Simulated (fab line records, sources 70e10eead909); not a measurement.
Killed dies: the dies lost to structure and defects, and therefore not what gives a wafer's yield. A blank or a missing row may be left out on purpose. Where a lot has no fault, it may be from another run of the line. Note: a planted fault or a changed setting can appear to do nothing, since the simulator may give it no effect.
Which tool is to blame?    flow nandHarc    14 lots with 42 wafers sampled at 3 steps, on a route of 1159 steps

== WHAT THE GAUGES READ, wafer by wafer ==
NHARC_P_M2_INSPECT_27.
lot   measured      on                rawDefectCount
L626  day 6 14:15   defectInspect-02  630 441 882
L627  day 6 15:23   defectInspect-02  288 416 418
L628  day 6 16:40   defectInspect-02  293 235 336
L629  day 7 05:40   defectInspect-02  361 257 251
L630  day 7 06:01   defectInspect-01  446 411 292
L631  day 7 07:00   defectInspect-01  339 251 424
L638  day 9 11:11   defectInspect-02  162 130 131
L640  day 9 14:05   defectInspect-02  337 308 325
L643  day 10 15:17  defectInspect-02  445 609 618
L645  day 10 22:31  defectInspect-02  222 283 185
L646  day 10 22:49  defectInspect-02  255 347 206
L647  day 11 14:54  defectInspect-01  167 209 298
L649  day 12 00:32  defectInspect-02  302 253 356
L648  day 12 02:35  defectInspect-02  405 284 408

NHARC_P_BONDPAD_CD_MEAS_09: the cd target is 500 nm.
lot   measured      on        cdNm (nm)
L626  day 6 16:13   cdSem-03  499.6 497.5 500.6
L627  day 6 17:23   cdSem-03  503.9 501.2 500.5
L628  day 6 18:52   cdSem-02  502.4 502.6 500.5
L629  day 7 07:26   cdSem-02  500.4 504.7 498.6
L630  day 7 07:40   cdSem-01  499.7 498.3 496.8
L631  day 7 08:40   cdSem-01  497.8 500.8 499.7
L638  day 9 13:05   cdSem-02  498.7 497.1 499.4
L640  day 9 15:52   cdSem-02  498.7 504.3 500.5
L643  day 10 17:05  cdSem-03  501.9 498.8 502.0
L645  day 11 00:17  cdSem-02  497.7 498.3 496.7
L646  day 11 00:38  cdSem-03  502.1 502.4 503.5
L647  day 11 16:37  cdSem-02  498.5 496.7 496.8
L649  day 12 02:19  cdSem-03  501.7 502.0 502.0
L648  day 12 04:14  cdSem-03  499.9 496.2 504.4

== WHICH TOOL RAN EACH LOT (tool, then ch and the chambers of the sampled wafers, then the start) ==
lot   NHARC_P_BONDPAD_CMP_32
L626  cmp-03 ch 0,1,2, day 6 15:28
L627  cmp-03 ch 0,1,2, day 6 16:42
L628  cmp-03 ch 0,2,3, day 6 18:03
L629  cmp-04 ch 0,3, day 7 06:38
L630  cmp-02 ch 2,3, day 7 06:59
L631  cmp-02 ch 0,1, day 7 07:59
L638  cmp-02 ch 1,2, day 9 12:08
L640  cmp-02 ch 0,2, day 9 15:03
L643  cmp-03 ch 0,1,2, day 10 16:16
L645  cmp-02 ch 0,3, day 10 23:29
L646  cmp-02 ch 1,3, day 10 23:50
L647  cmp-02 ch 2,3, day 11 15:56
L649  cmp-02 ch 0,1,2, day 12 01:31
L648  cmp-02 ch 1,2,3, day 12 03:35
- NHARC_P_BONDPAD_CMP_32: polishes SiCN, target thk 200 nm.

== WHAT THE TOOLS THEMSELVES READ (means of the sampled wafers that have a number; where no wafer has one, the mark that the record gives instead) ==
NHARC_P_BONDPAD_CMP_32.
lot   tool    motorCurrentA (A)  retainingRingPressureFrac
L626  cmp-03  12.8               1.001
L627  cmp-03  13.1               1.002
L628  cmp-03  13.1               0.999
L629  cmp-04  11.2               1.000
L630  cmp-02  12.5               0.997
L631  cmp-02  12.0               0.999
L638  cmp-02  12.8               1.000
L640  cmp-02  12.2               0.998
L643  cmp-03  13.3               0.998
L645  cmp-02  12.4               1.001
L646  cmp-02  11.8               0.996
L647  cmp-02  12.8               1.005
L649  cmp-02  11.9               0.998
L648  cmp-02  12.4               1.000

== THE ANSWER, worked out from the rows above alone ==
Rule: the usual values come from the lots themselves. Put in order of their means at a reading, lots are off if they are a third of the lots or fewer, leave a main group of 4 or more, and stand apart from it by a gap of 3 or more times the standard deviation of the main group's means; of several such gaps the widest counts. Not used: any main group whose means are identical at the precision the tables above print for the reading. A lot without any number at a reading at which 4 lots or more have one is off too. Where the step has rows for the other lots, those lots are counted as sound. After the gauges, taken in route order, come the tools' own readings; for these a lot's mean is taken, as printed above. The first step at which some lot is off is used, and at that step the reading that is off furthest; a lot without a number counts as furthest.
No lot is off on any of the readings shown, so nothing can be concluded from this.

== WHAT HAD BEEN PUT IN BY THE SIMULATOR ==
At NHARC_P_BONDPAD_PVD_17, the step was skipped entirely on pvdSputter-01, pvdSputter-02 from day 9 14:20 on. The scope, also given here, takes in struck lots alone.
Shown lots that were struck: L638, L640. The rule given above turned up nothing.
